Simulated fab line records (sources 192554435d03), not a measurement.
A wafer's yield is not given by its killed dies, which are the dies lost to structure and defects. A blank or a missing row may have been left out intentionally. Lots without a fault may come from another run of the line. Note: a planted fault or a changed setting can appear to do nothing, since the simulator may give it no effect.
A lot that was struck, set against a sound lot || flow n5_finfet || 33 steps out of a route of 1938
Sound: wafers L797.1, L797.5, L797.6. Struck: wafers L808.1, L808.4, L808.5. Last of all comes the cause.
At each step with rows: each side's tool, then ch and its chambers, then its first start. Under that, the readings that differ: sound wafers || struck wafers || difference of the means || sigmas: that difference in standard deviations of wafers without a fault.
alike: readings with means less than 2 such deviations apart, plus words and numbers identical on both sides. not compared: withheld readings, readings lacking a value on some wafer, bounds such as >300 that could conceal the same value, and numbers that have no deviation in the record and whose values overlap.
Wherever a step has rows on one side only, a row that says differs or no value, or a row with sigmas, the two part there. Numbers that don't overlap but have no deviation are shown without sigmas and don't part them. A reading missing from all wafers of one side parts the sides only when that side holds two or more wafers.

first, 10 steps without rows for these wafers: N5_BEOL_M11_HM_STRIP_39 (strips TiN in peroxide tin strip, target depth 25 nm, time 158 s); N5_BEOL_M11_SRD_40 (time 30 s); N5_BEOL_M11_PRECLEAN_42 (cleans in residue remover, time 60 s); N5_BEOL_M11_SRD_43 (time 30 s); N5_BEOL_M11_CURE_72 (cures SiCOH lowk, time 120 s); N5_BEOL_M11_DEGAS_44 (time 60 s); N5_BEOL_M11_PRE_CLEAN_45 (time 30 s); N5_BEOL_M11_ALD_74 (deposits TaN, target thk 2 nm, pulse time 2 s, purge time 3 s); N5_BEOL_M11_SURFACE_TREAT_76; N5_BEOL_M11_CVD_75 (deposits Co from CCTBA/H2, target thk 2 nm, time 138.9 s).
N5_BEOL_M11_SPUTTER_48: material Cu, target thk 12 nm, time 2 s.
  struck on pvd_sputter-03, day 13 14:45; sound on pvd_sputter-03, day 10 08:33
  alike: throttle_valve_pct
then, 21 steps without rows for these wafers: N5_BEOL_M11_ECD_50 (material Cu, target thk 318 nm); N5_BEOL_M11_ANNEAL_51 (time 90 s); N5_BEOL_M11_CMP_52 (polishes, stops on SiCOH lowk, t overpolish 7 s, target thk 140 nm); N5_BEOL_M11_PRE_CLEAN_55 (time 15 s); N5_BEOL_M11_DEP_56 (deposits SiCN from 3MS/NH3, target thk 30 nm, time 10.5 s); N5_BEOL_M12_ILD_DEP_00 (deposits SiOC from DEMS/O2, target thk 658.92 nm, time 130.7 s); N5_BEOL_M12_COAT_58 (time 60 s, resist thk 89 nm); N5_BEOL_M12_COAT_04 (resist thk 400 nm); N5_BEOL_M12_EBR_06; N5_BEOL_M12_SOFTBAKE_05 (time 60 s); N5_BEOL_M12_EXPOSE_07 (exposes mask V11); N5_BEOL_M12_PEB_08 (peb time 90 s); N5_BEOL_M12_DEVELOP_09 (develop time 45 s); N5_BEOL_M12_HARDBAKE_14 (time 120 s); N5_BEOL_M12_DESCUM_15 (chemistry O2, time 7.9 s); N5_BEOL_M12_ETCH_59 (etches BARC in N2/H2, target depth 89 nm, overetch 26.7 nm, time 67.9 s); N5_BEOL_M12_VIA_ETCH_16 (etches SiOC in C4F8/O2/Ar, target depth 724.8 nm); N5_BEOL_M12_STRIP_63 (strips in N2/H2); N5_BEOL_M12_STRIP_64 (strips in N2/H2); N5_BEOL_M12_STRIP_71 (strips in post etch residue remover, time 60 s); N5_BEOL_M12_SRD_72 (time 30 s, dry time 30 s).
N5_PASSIVATION_PROBE_49:
  struck on prober-01, day 15 04:48; sound on prober-01, day 12 10:40
{"reading": "defect_limited_yield (%)", "sound": "91.7 91.0 91.9", "struck": "82.6 86.3 86.2", "difference": -6.5, "sigmas": -5}
{"reading": "killed_at_M4_up", "sound": "13 11 4", "struck": "109 81 61", "difference": "+74", "sigmas": "+13"}
{"reading": "killed_dies", "sound": "98 106 95", "struck": "205 162 163", "difference": "+77", "sigmas": "+5"}
{"reading": "killed_on_rim", "sound": "13 16 7", "struck": "35 26 25", "difference": "+17", "sigmas": "+4"}
{"reading": "sort_bin_5_function (%)", "sound": "4.7 4.7 5.3", "struck": "11.4 8.7 7.8", "difference": "+4.4", "sigmas": "+5"}
{"reading": "sort_n_pass", "sound": "1082 1074 1085", "struck": "975 1018 1017", "difference": -77, "sigmas": -5}
{"reading": "sort_yield_pct (%)", "sound": "91.7 91.0 91.9", "struck": "82.6 86.3 86.2", "difference": -6.5, "sigmas": -5}
  alike: killed_at_M0_to_M3, killed_at_contacts, killed_at_front_end, killed_at_other, killed_open, killed_short, sort_bin_6_memory

WHERE THEY PART
N5_PASSIVATION_PROBE_49 only, going by this record.

WHY: the cause the simulator had injected
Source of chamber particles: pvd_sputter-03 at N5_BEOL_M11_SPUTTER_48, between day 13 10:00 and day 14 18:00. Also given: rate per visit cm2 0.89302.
